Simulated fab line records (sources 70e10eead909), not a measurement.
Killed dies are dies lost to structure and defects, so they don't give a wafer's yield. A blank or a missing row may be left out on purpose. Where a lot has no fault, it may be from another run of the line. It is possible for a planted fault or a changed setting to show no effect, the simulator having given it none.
Matching of chambers :: flow nand-harc :: NHARC_A_STAIRCASE_DEP_301 on pecvd-01 has 3 sister chambers
The step deposits SiON, target thk 30 nm. 3 wafers are shown with their chamber, then 7 later ones without.

== EACH WAFER AND ITS CHAMBER ==
wafer: L086.2
chamber: 1
heater-power-w (W): 767

wafer: L087.1
chamber: 0
heater-power-w (W): 776

wafer: L087.3
chamber: 2
heater-power-w (W): 956

== WAFERS WITH NO CHAMBER GIVEN ==
wafer: L087.5
heater-power-w (W): 966

wafer: L090.1
heater-power-w (W): 701

wafer: L090.3
heater-power-w (W): 766

wafer: L090.6
heater-power-w (W): 706

wafer: L095.1
heater-power-w (W): 813

wafer: L095.2
heater-power-w (W): 782

wafer: L095.4
heater-power-w (W): 888

== EACH ONE'S CHAMBER ==
wafer: L087.5
from the rows above: 2
in truth: 2

wafer: L090.1
from the rows above: can't be placed: 1 or 0
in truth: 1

wafer: L090.3
from the rows above: can't be placed: 1 or 0
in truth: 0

wafer: L090.6
from the rows above: can't be placed: 1 or 0
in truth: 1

wafer: L095.1
from the rows above: can't be placed: 0 or 1
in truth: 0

wafer: L095.2
from the rows above: can't be placed: 0 or 1
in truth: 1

wafer: L095.4
from the rows above: can't be placed: 2 or 0 or 1
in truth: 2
Placed correctly: 1 of 7. Can't be placed from these rows: 6 (the true chamber is among the candidates in 6). 0 placed wrongly.
How it was worked out, from the rows above alone: a wafer's distance from a chamber is the root of the sum, over the readings, of the square of ((its reading less the chamber's mean) divided by the reading's scatter). If the next closest chamber is less than 2 further off than the closest, the wafer can't be placed; otherwise it belongs to the closest. The mean given for a chamber averages the wafers shown for that chamber. The scatter (one wafer shown for each chamber): square how far every hidden wafer sits from the nearest shown wafer, average those squares and take the square root.
